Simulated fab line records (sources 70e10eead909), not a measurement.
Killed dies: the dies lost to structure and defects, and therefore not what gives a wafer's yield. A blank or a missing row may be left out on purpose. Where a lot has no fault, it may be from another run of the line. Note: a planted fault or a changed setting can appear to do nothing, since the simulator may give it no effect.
Chamber matching | flow nand harc | rie diel-10 running NHARC_A_BONDPAD_ETCH_34: 4 sister chambers
The step etches the open film in N2/H2, target depth 60 nm, overetch 18 nm, time 65.91 s. 30 wafers are shown with their chamber, then 12 later ones without.

WAFERS WITH THEIR CHAMBER
wafer  | chamber | showerhead plenum p Torr (Torr) | rf vpp V (V) | rf fwd power W (W)
L074.1 | 1       | 2.09                            | 431.0        | 395.6
L074.2 | 0       | 2.06                            | 430.7        | 395.9
L074.3 | 3       | 2.04                            | 429.7        | 395.5
L075.1 | 0       | 2.06                            | 430.4        | 399.4
L075.3 | 1       | 2.09                            | 433.4        | 398.9
L075.4 | 3       | 2.04                            | 431.2        | 396.6
L076.3 | 2       | 2.00                            | 429.9        | 395.7
L076.5 | 2       | 2.00                            | 428.9        | 395.0
L076.6 | 3       | 2.04                            | 430.7        | 395.5
L077.2 | 2       | 2.00                            | 429.6        | 396.0
L077.5 | 2       | 2.00                            | 429.6        | 396.8
L077.6 | 1       | 2.09                            | 430.5        | 395.8
L081.1 | 1       | 2.09                            | 431.6        | 397.5
L081.2 | 3       | 2.04                            | 429.5        | 398.0
L081.4 | 2       | 2.00                            | 430.0        | 396.3
L082.2 | 3       | 2.04                            | 429.2        | 398.1
L082.3 | 1       | 2.09                            | 432.3        | 396.7
L082.4 | 0       | 2.06                            | 430.8        | 398.0
L087.1 | 3       | 2.04                            | 429.8        | 396.0
L087.2 | 2       | 2.00                            | 429.8        | 395.9
L087.4 | 0       | 2.05                            | 432.3        | 396.8
L084.2 | 3       | 2.04                            | 430.3        | 397.6
L084.4 | 1       | 2.09                            | 432.3        | 394.1
L084.5 | 2       | 2.00                            | 430.2        | 395.3
L085.1 | 1       | 2.09                            | 432.1        | 395.6
L085.3 | 2       | 2.00                            | 428.7        | 397.0
L085.6 | 0       | 2.05                            | 429.7        | 396.3
L090.3 | 1       | 2.09                            | 431.7        | 394.8
L090.5 | 1       | 2.09                            | 431.6        | 395.4
L090.6 | 2       | 2.00                            | 429.9        | 394.4

SIGNATURES (averages over the wafers above)
reading                  | chamber 0 | chamber 1 | chamber 2 | chamber 3 | scatter within a chamber
showerhead plenum p Torr | 2.0560    | 2.0900    | 2.0000    | 2.0400    | 0.00215
rf vpp V                 | 430.780   | 431.833   | 429.622   | 430.057   | 0.74
rf fwd power W           | 397.280   | 396.044   | 395.822   | 396.757   | 1.22
Rule: a wafer lies at a distance from a chamber equal to the root of the sum of squares, over the readings, of (its reading less the chamber's mean, divided by the reading's scatter). The wafer belongs to the nearest chamber; if the next one is less than 2 further off, it can't be placed. How the scatter is found: for the shown wafers, subtract from each reading the mean of its chamber, square and add these, divide the total by (wafers less chambers), then take the root.

WAFERS WITHOUT THEIR CHAMBER
wafer  | showerhead plenum p Torr (Torr) | rf vpp V (V) | rf fwd power W (W)
L092.1 | 2.04                            | 429.7        | 396.8
L092.2 | 2.05                            | 430.7        | 397.6
L092.6 | 2.09                            | 430.4        | 395.9
L094.3 | 2.09                            | 431.3        | 396.6
L094.4 | 2.05                            | 430.3        | 397.0
L094.6 | 2.09                            | 431.5        | 394.7
L097.1 | 2.05                            | 430.7        | 397.8
L097.3 | 2.00                            | 429.7        | 397.0
L097.4 | 2.09                            | 432.3        | 396.3
L095.1 | 2.04                            | 431.0        | 396.0
L095.4 | 2.05                            | 430.4        | 397.0
L095.6 | 2.05                            | 430.6        | 397.0

EACH ONE'S CHAMBER
wafer  | from the rows above     | in truth
L092.1 | 3                       | 3
L092.2 | can't be placed: 0 or 3 | 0
L092.6 | 1                       | 1
L094.3 | 1                       | 1
L094.4 | can't be placed: 0 or 3 | 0
L094.6 | 1                       | 1
L097.1 | can't be placed: 0 or 3 | 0
L097.3 | 2                       | 2
L097.4 | 1                       | 1
L095.1 | 3                       | 3
L095.4 | can't be placed: 0 or 3 | 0
L095.6 | can't be placed: 0 or 3 | 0
Correctly placed: 7 of 12. Unplaceable from these rows: 5, with the true chamber sitting among the candidates in 5. Number placed wrongly: 0.
